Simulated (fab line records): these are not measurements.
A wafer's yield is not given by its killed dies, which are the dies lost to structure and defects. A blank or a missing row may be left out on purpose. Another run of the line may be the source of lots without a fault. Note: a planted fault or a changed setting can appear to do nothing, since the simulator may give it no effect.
The tool behind it: which one? ; flow nand-harc ; 24 lots with 72 wafers sampled at 5 steps, on a route of 1159 steps

## WHAT EACH GAUGE READ, for each wafer
NHARC_P_CONTACT_OVL_MEAS_13.
lot;measured;on;overlay-x-nm (nm);overlay-y-nm (nm)
L074;day 5 08:22;overlay-02;-0.8 -0.6 -1.1;-1.3 -1.3 -0.9
L075;day 5 22:25;overlay-02;-0.5 -0.9 0.3;-0.8 -1.1 -1.0
L076;day 5 23:19;overlay-01;-0.5 -0.8 -0.1;1.0 0.9 0.8
L078;day 6 12:35;overlay-01;0.4 0.4 0.3;-0.9 -0.6 -0.7
L077;day 6 12:46;overlay-01;-0.2 -0.5 -0.5;0.1 0.4 0.2
L079;day 6 23:48;overlay-01;-0.7 -0.2 -0.4;-0.5 -0.1 -1.0
L081;day 7 04:26;overlay-01;0.9 0.4 0.4;-0.9 -1.1 -0.8
L080;day 7 05:25;overlay-01;1.2 0.9 0.9;0.8 0.8 1.4
L083;day 7 16:02;overlay-01;1.4 1.9 1.5;-1.0 -1.3 -1.2
L082;day 7 16:23;overlay-01;0.2 -0.1 0.2;-0.6 -0.4 -1.0
L085;day 8 16:04;overlay-01;1.5 1.3 1.6;1.5 2.0 1.4
L086;day 8 23:43;overlay-02;0.5 0.3 -0.3;-1.0 -1.1 -0.6
L087;day 9 00:43;overlay-01;0.3 0.7 0.6;-0.8 -0.7 -0.7
L084;day 9 03:16;overlay-02;0.0 0.3 0.5;0.0 0.3 0.2
L089;day 9 09:16;overlay-01;-0.5 -1.0 -0.7;0.8 2.1 1.3
L088;day 9 11:26;overlay-02;-0.8 0.0 -0.8;-0.5 -1.1 -0.8
L090;day 9 22:17;overlay-01;-0.4 -0.3 -0.4;-0.1 0.5 1.0
L093;day 10 05:46;overlay-01;-0.3 0.1 -0.5;-1.1 -0.5 -1.0
L094;day 10 06:34;overlay-02;-0.8 -0.6 -0.6;-0.3 -0.1 -0.6
L091;day 10 06:54;overlay-01;-0.2 0.3 0.0;-0.9 -1.1 -0.5
L092;day 10 11:52;overlay-02;0.3 0.1 0.4;-0.2 -0.4 -0.3
L096;day 10 22:51;overlay-01;-2.3 -1.8 -2.3;-1.3 -1.6 -0.8
L095;day 10 23:20;overlay-01;0.3 0.2 0.1;0.9 0.3 -0.2
L097;day 11 05:31;overlay-01;0.3 -0.3 -0.3;0.5 0.9 0.8

NHARC_P_M2_OVL_MEAS_10: pitch 340 nm.
lot;measured;on;overlay-x-nm (nm);overlay-y-nm (nm)
L074;day 5 21:05;overlay-02;1.3 0.7 0.5;-1.2 -1.5 -1.6
L075;day 6 14:06;overlay-02;0.4 0.5 0.9;-0.9 -0.9 -0.8
L076;day 6 15:01;overlay-02;0.5 0.1 0.5;0.3 0.2 0.6
L078;day 7 06:28;overlay-01;-0.2 -0.8 -0.2;2.4 2.2 1.9
L077;day 7 06:58;overlay-01;0.3 0.5 0.3;1.0 0.9 0.3
L079;day 7 12:29;overlay-01;1.6 0.7 1.0;-2.2 -1.8 -2.0
L081;day 7 17:20;overlay-02;2.2 1.7 2.1;-1.6 -1.3 -1.4
L080;day 7 18:26;overlay-02;-1.0 -0.3 -0.2;-0.5 -0.8 -0.2
L083;day 8 09:09;overlay-01;-0.2 0.2 -0.5;-1.5 -1.0 -1.6
L082;day 8 09:49;overlay-02;-0.7 -0.2 -0.1;-0.9 -0.8 -0.4
L085;day 9 06:56;overlay-02;0.6 0.3 -0.2;1.0 0.5 0.7
L086;day 9 16:40;overlay-02;-0.4 -0.7 -0.8;-0.6 -0.5 -1.3
L087;day 9 17:24;overlay-01;0.4 -0.6 -0.1;-0.1 -0.6 -0.2
L084;day 9 23:22;overlay-01;-0.1 -0.1 0.2;-0.1 -0.2 -0.1
L089;day 10 05:58;overlay-02;-0.2 -0.6 -0.3;-0.9 -0.8 -0.3
L088;day 10 06:19;overlay-01;-0.6 -0.2 -0.1;0.2 0.0 0.0
L090;day 10 11:14;overlay-02;-0.8 -1.4 -0.5;0.6 0.8 1.1
L093;day 10 18:28;overlay-02;0.2 -0.6 -0.5;0.8 0.3 0.3
L094;day 10 18:58;overlay-01;0.2 0.3 0.3;0.2 1.2 0.7
L091;day 10 19:52;overlay-01;-0.1 -0.4 -0.7;0.7 0.4 0.8
L092;day 11 03:54;overlay-01;0.0 -0.6 -0.3;-0.2 -0.5 -0.8
L096;day 11 13:20;overlay-02;1.5 0.6 1.0;0.3 0.4 0.6
L095;day 11 13:59;overlay-01;-0.4 -0.5 -0.7;0.3 0.9 0.2
L097;day 11 18:24;overlay-02;0.5 0.5 1.0;-2.3 -1.4 -1.8

## WHICH TOOL RAN EACH LOT (tool, then ch and the chambers of the sampled wafers, then the start)
lot;NHARC_P_CONTACT_CMP_24;NHARC_P_M0_ETCH_34;NHARC_P_M1_PRE_CLEAN_30
L074;cmp-03 ch 0,2, day 5 11:16;rie-diel-10 ch 0,2, day 5 12:50;pvd-sputter-03, day 5 21:05 or earlier
L075;cmp-02 ch 0,1,3, day 6 04:38;rie-diel-10 ch 2,3, day 6 06:05;pvd-sputter-01, day 6 14:06 or earlier
L076;cmp-03 ch 0,1,2, day 6 05:12;rie-diel-09 ch 0,1,2, day 6 06:44;pvd-sputter-02, day 6 15:01 or earlier
L078;cmp-03 ch 1,2,3, day 6 20:55;rie-diel-09 ch 0,1, day 6 22:23;pvd-sputter-03, day 7 06:28 or earlier
L077;cmp-03 ch 1,3, day 6 21:24;rie-diel-08 ch 0,1,3, day 6 22:52;pvd-sputter-03, day 7 06:58 or earlier
L079;cmp-01 ch 1,2,3, day 7 02:44;rie-diel-08 ch 0,2,3, day 7 04:23;pvd-sputter-01, day 7 12:29 or earlier
L081;cmp-03 ch 0,1,3, day 7 07:44;rie-diel-08 ch 0,2,3, day 7 09:17;pvd-sputter-02, day 7 17:20 or earlier
L080;cmp-02 ch 0,1, day 7 08:30;rie-diel-08 ch 0,3, day 7 10:05;pvd-sputter-02, day 7 18:26 or earlier
L083;cmp-03 ch 0,2,3, day 7 23:24;rie-diel-08 ch 0,1,2, day 8 00:58;pvd-sputter-03, day 8 09:09 or earlier
L082;cmp-03 ch 0,2,3, day 7 23:58;rie-diel-08 ch 0,1, day 8 01:33;pvd-sputter-02, day 8 09:49 or earlier
L085;cmp-02 ch 0,1,2, day 8 20:44;rie-diel-08 ch 0,1, day 8 22:27;pvd-sputter-01, day 9 06:56 or earlier
L086;cmp-03 ch 0,1,3, day 9 06:10;rie-diel-08 ch 0,1,2, day 9 07:43;pvd-sputter-01, day 9 16:40 or earlier
L087;cmp-01 ch 0,2,3, day 9 06:44;rie-diel-10 ch 2,3, day 9 08:17;pvd-sputter-01, day 9 17:24 or earlier
L084;cmp-02 ch 0,1,2, day 9 13:47;rie-diel-10 ch 0,2,3, day 9 15:25;pvd-sputter-01, day 9 23:22 or earlier
L089;cmp-01 ch 0,1,3, day 9 20:13;rie-diel-08 ch 0,1,2, day 9 21:49;pvd-sputter-01, day 10 05:58 or earlier
L088;cmp-03 ch 0,1,2, day 9 20:28;rie-diel-10 ch 1,3, day 9 22:00;pvd-sputter-01, day 10 06:19 or earlier
L090;cmp-01 ch 0,2,3, day 10 01:46;rie-diel-08 ch 1,2,3, day 10 03:20;pvd-sputter-03, day 10 11:14 or earlier
L093;cmp-03 ch 0,1,2, day 10 08:41;rie-diel-09 ch 0,2, day 10 10:07;pvd-sputter-02, day 10 18:28 or earlier
L094;cmp-03 ch 1,2,3, day 10 09:22;rie-diel-09 ch 0,1, day 10 10:57;pvd-sputter-02, day 10 18:58 or earlier
L091;cmp-03 ch 0,1, day 10 09:43;rie-diel-10 ch 0,1,3, day 10 11:18;pvd-sputter-03, day 10 19:52 or earlier
L092;cmp-03 ch 1,2,3, day 10 17:25;rie-diel-09 ch 0,1,2, day 10 18:54;pvd-sputter-03, day 11 03:54 or earlier
L096;cmp-02 ch 0,2,3, day 11 03:47;rie-diel-09 ch 0,1,3, day 11 05:14;pvd-sputter-01, day 11 13:20 or earlier
L095;cmp-01 ch 0,2,3, day 11 04:19;rie-diel-08 ch 0,2,3, day 11 05:53;pvd-sputter-02, day 11 13:59 or earlier
L097;cmp-02 ch 0,1, day 11 08:41;rie-diel-08 ch 1,2,3, day 11 10:16;pvd-sputter-02, day 11 18:24 or earlier
- NHARC_P_CONTACT_CMP_24: polishes, t overpolish 30 s, target thk 200 nm.
- NHARC_P_M0_ETCH_34: etches the open film in N2/H2, target depth 40 nm, overetch 12 nm, time 43.94 s.
- NHARC_P_M1_PRE_CLEAN_30: time 30 s.

## WHAT THE TOOLS THEMSELVES READ (means of the sampled wafers that have a number; where no wafer has one, the mark that the record gives instead)
NHARC_P_CONTACT_CMP_24.
lot;tool;motor-current-A (A);overpolish-run-s (s);pad-life-wafers;retaining-ring-pressure-frac;time-to-endpoint-s (s)
L074;cmp-03;12.9;29.989;212;1.002;34.2
L075;cmp-02;12.1;30.001;547;1.000;39.9
L076;cmp-03;12.4;29.997;290;1.001;41.2
L078;cmp-03;12.1;30.008;356;0.997;38.2
L077;cmp-03;12.3;29.995;361;1.000;39.1
L079;cmp-01;11.7;30.004;409;1.001;37.4
L081;cmp-03;11.6;29.996;392;1.001;37.6
L080;cmp-02;12.7;30.001;138;1.001;41.4
L083;cmp-03;12.5;29.995;25;0.997;35.8
L082;cmp-03;12.3;29.998;32;0.998;39.7
L085;cmp-02;12.2;30.000;284;1.002;43.2
L086;cmp-03;11.2;29.998;116;1.003;40.9
L087;cmp-01;12.0;30.009;68;1.001;39.8
L084;cmp-02;12.1;30.012;380;0.998;41.3
L089;cmp-01;11.8;30.003;121;0.996;37.2
L088;cmp-03;12.1;29.997;194;0.999;40.4
L090;cmp-01;11.8;29.998;182;1.004;42.7
L093;cmp-03;12.6;30.002;308;1.000;38.5
L094;cmp-03;12.7;30.000;319;1.003;38.6
L091;cmp-03;11.5;30.000;331;1.001;39.9
L092;cmp-03;12.9;29.991;415;0.994;38.1
L096;cmp-02;12.7;29.994;103;1.006;38.7
L095;cmp-01;11.7;29.989;385;0.999;37.5
L097;cmp-02;12.4;29.999;122;0.999;44.0

NHARC_P_M0_ETCH_34.
lot;tool;drypump-motor-current-A (A);h2-flow-sccm (sccm);mfc-ar-sccm (sccm);oes-product-au (a.u.);rf-vpp-V (V);showerhead-plenum-p-Torr (Torr);throttle-valve-pct (%)
L074;rie-diel-10;5.8;149.9;0.001;0.993;429.4;2.00;14.169
L075;rie-diel-10;6.1;150.2;0.001;0.999;428.5;1.97;14.168
L076;rie-diel-09;6.1;149.9;0.003;1.004;429.1;1.99;14.171
L078;rie-diel-09;6.1;149.9;0.000;0.998;428.7;1.98;14.174
L077;rie-diel-08;5.8;150.1;0.003;1.004;430.7;2.04;14.168
L079;rie-diel-08;5.9;149.9;0.004;1.003;428.7;1.96;14.174
L081;rie-diel-08;5.9;150.4;0.004;0.998;428.2;1.96;14.167
L080;rie-diel-08;6.0;149.4;0.003;0.994;429.4;1.98;14.173
L083;rie-diel-08;5.9;149.9;0.001;1.001;430.3;2.03;14.171
L082;rie-diel-08;6.1;150.0;0.000;0.999;431.1;2.05;14.177
L085;rie-diel-08;5.8;150.6;0.000;1.002;432.5;2.12;14.171
L086;rie-diel-08;6.0;150.5;0.001;1.003;430.2;2.03;14.166
L087;rie-diel-10;6.0;150.3;0.001;0.988;428.8;1.97;14.176
L084;rie-diel-10;5.8;149.5;0.000;0.983;427.9;1.96;14.180
L089;rie-diel-08;5.9;150.1;0.001;1.000;431.7;2.03;14.168
L088;rie-diel-10;5.9;150.3;0.000;0.980;428.2;1.94;14.166
L090;rie-diel-08;5.7;149.8;0.004;0.997;429.6;2.02;14.175
L093;rie-diel-09;6.1;149.9;0.003;0.992;429.0;1.98;14.169
L094;rie-diel-09;6.1;149.5;0.000;1.001;428.3;1.96;14.167
L091;rie-diel-10;5.7;150.2;0.000;0.985;427.4;1.96;14.175
L092;rie-diel-09;6.2;150.4;0.003;0.991;429.6;1.98;14.170
L096;rie-diel-09;6.1;149.9;0.006;0.993;430.0;2.01;14.177
L095;rie-diel-08;5.9;150.1;0.004;0.996;428.2;1.96;14.171
L097;rie-diel-08;5.6;150.0;0.004;1.003;430.2;2.02;14.165

NHARC_P_M1_PRE_CLEAN_30.
lot;tool;heater-power-w (W)
L074;pvd-sputter-03;508
L075;pvd-sputter-01;381
L076;pvd-sputter-02;370
L078;pvd-sputter-03;440
L077;pvd-sputter-03;504
L079;pvd-sputter-01;356
L081;pvd-sputter-02;391
L080;pvd-sputter-02;390
L083;pvd-sputter-03;473
L082;pvd-sputter-02;376
L085;pvd-sputter-01;392
L086;pvd-sputter-01;381
L087;pvd-sputter-01;380
L084;pvd-sputter-01;389
L089;pvd-sputter-01;370
L088;pvd-sputter-01;383
L090;pvd-sputter-03;466
L093;pvd-sputter-02;395
L094;pvd-sputter-02;388
L091;pvd-sputter-03;421
L092;pvd-sputter-03;471
L096;pvd-sputter-01;379
L095;pvd-sputter-02;389
L097;pvd-sputter-02;372

## THE ANSWER, worked out from the rows above alone
Rule: what is usual is taken from the lots themselves. Put in order of their means at a reading, lots are off if they are a third of the lots or fewer, leave a main group of 4 or more, and stand apart from it by a gap of 3 or more times the standard deviation of the main group's means; of several such gaps the widest counts. Not used: any main group whose means are identical at the precision the tables above print for the reading. A lot without any number at a reading at which 4 lots or more have one is off too. The other lots that the step has rows for count as sound. The gauges are gone through in route order, then the tools' own readings, and for those a lot's mean is taken as printed above. At the first step where some lot is off, the reading lying furthest off is the one used; lots without a number count as furthest.
No lot is off on any of the readings shown, so nothing can be concluded from this.

## WHAT WAS PUT IN BY THE SIMULATOR
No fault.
